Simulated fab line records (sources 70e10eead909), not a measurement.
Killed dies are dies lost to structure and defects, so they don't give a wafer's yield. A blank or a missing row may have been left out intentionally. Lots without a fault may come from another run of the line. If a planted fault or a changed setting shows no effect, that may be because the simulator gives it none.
Matching of chambers + flow nand-harc + NHARC_P_M2_PRE_CLEAN_32 on pecvd-02: 3 sister chambers
The step time 12 s. 6 wafers are shown with their chamber, then 11 later ones without.

WAFERS, EACH WITH ITS CHAMBER
| wafer  | chamber | heater-power-w (W) |
|--------|---------|--------------------|
| L087.3 | 2       | 611                |
| L087.6 | 2       | 611                |
| L089.2 | 0       | 608                |
| L089.3 | 1       | 753                |
| L089.5 | 0       | 603                |
| L088.1 | 1       | 757                |

WAFERS WHOSE CHAMBER IS MISSING
| wafer  | heater-power-w (W) |
|--------|--------------------|
| L088.4 | 753                |
| L088.5 | 537                |
| L090.2 | 581                |
| L090.3 | 778                |
| L090.6 | 581                |
| L096.2 | 589                |
| L096.3 | 773                |
| L096.5 | 624                |
| L097.3 | 587                |
| L097.5 | 609                |
| L097.6 | 719                |

THE CHAMBER EACH PASSED THROUGH
| wafer  | from the rows above     | in truth                   |
|--------|-------------------------|----------------------------|
| L088.4 | 1                       | 1                          |
| L088.5 | 0                       | 0                          |
| L090.2 | 0                       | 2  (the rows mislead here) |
| L090.3 | 1                       | 1                          |
| L090.6 | 0                       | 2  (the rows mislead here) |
| L096.2 | 0                       | 0                          |
| L096.3 | 1                       | 1                          |
| L096.5 | 2                       | 2                          |
| L097.3 | 0                       | 0                          |
| L097.5 | can't be placed: 2 or 0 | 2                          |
| L097.6 | 1                       | 1                          |
Correctly placed: 8 of 11. Can't be placed from these rows: 1 (the true chamber is among the candidates in 1). 2 placed wrongly.
How it was worked out, from the rows above alone: a wafer's distance from a chamber is the root of the sum, over the readings, of the square of ((its reading less the chamber's mean) divided by the reading's scatter). If the next closest chamber is less than 2 further off than the closest, the wafer can't be placed; otherwise it belongs to the closest. The mean given for a chamber averages the wafers shown for that chamber. The scatter is the square root of a quotient: the sum, over the shown wafers, of each reading's squared deviation from its chamber's mean, divided by wafers minus chambers.
